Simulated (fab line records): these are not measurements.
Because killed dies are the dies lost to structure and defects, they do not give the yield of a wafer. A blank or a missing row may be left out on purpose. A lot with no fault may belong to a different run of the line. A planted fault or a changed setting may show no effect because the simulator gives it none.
Which tool was responsible? | flow n5Finfet | 11 lots, 33 wafers sampled, at 2 steps of a route of 1938

## WHAT THE GAUGES SHOWED, per wafer
N5_BEOL_M12_THK_MEAS_01.
lot  | measured     | on           | M12_ILD_THK (nm)
L074 | day 11 11:46 | filmMetro-01 | 672 661 663
L076 | day 12 05:31 | filmMetro-01 | 648 664 655
L077 | day 12 10:59 | filmMetro-01 | 655 659 660
L080 | day 12 17:28 | filmMetro-02 | 650 656 662
L083 | day 13 08:00 | filmMetro-01 | 666 656 680
L084 | day 13 14:40 | filmMetro-01 | 637 645 658
L086 | day 14 09:56 | filmMetro-01 | 647 653 668
L093 | day 15 11:19 | filmMetro-01 | 648 653 664
L089 | day 15 17:13 | filmMetro-02 | 646 663 662
L091 | day 15 16:59 | filmMetro-01 | 648 662 651
L096 | day 16 13:06 | filmMetro-02 | 662 666 673

## EACH LOT AND THE TOOL THAT RAN IT (in order: tool; ch and the chambers of the sampled wafers; start)
lot  | N5_BEOL_M11_PRE_CLEAN_45
L074 | pvdSputter-01, day 11 09:19
L076 | pvdSputter-03, day 12 03:34
L077 | pvdSputter-01, day 12 09:08
L080 | pvdSputter-01, day 12 15:38
L083 | pvdSputter-01, day 13 05:40
L084 | pvdSputter-03, day 13 12:58
L086 | pvdSputter-01, day 14 07:22
L093 | pvdSputter-01, day 15 08:55
L089 | pvdSputter-01, day 15 13:47
L091 | pvdSputter-01, day 15 13:52
L096 | pvdSputter-02, day 16 11:22
- N5_BEOL_M11_PRE_CLEAN_45: time 30 s.

## THE ANSWER, worked out from the rows above alone
Rule: the lots themselves supply what counts as usual. Put in order of their means at a reading, lots are off if they are a third of the lots or fewer, leave a main group of 4 or more, and stand apart from it by a gap of 3 or more times the standard deviation of the main group's means; of several such gaps the widest counts. Not used: any main group whose means are identical at the precision the tables above print for the reading. Also off: a lot with no number at a reading for which 4 or more lots have one. All remaining lots with rows at the step are treated as sound.
No lot is off on any of the readings shown, so nothing can be concluded from this.

## WHAT THE SIMULATOR HAD PUT IN
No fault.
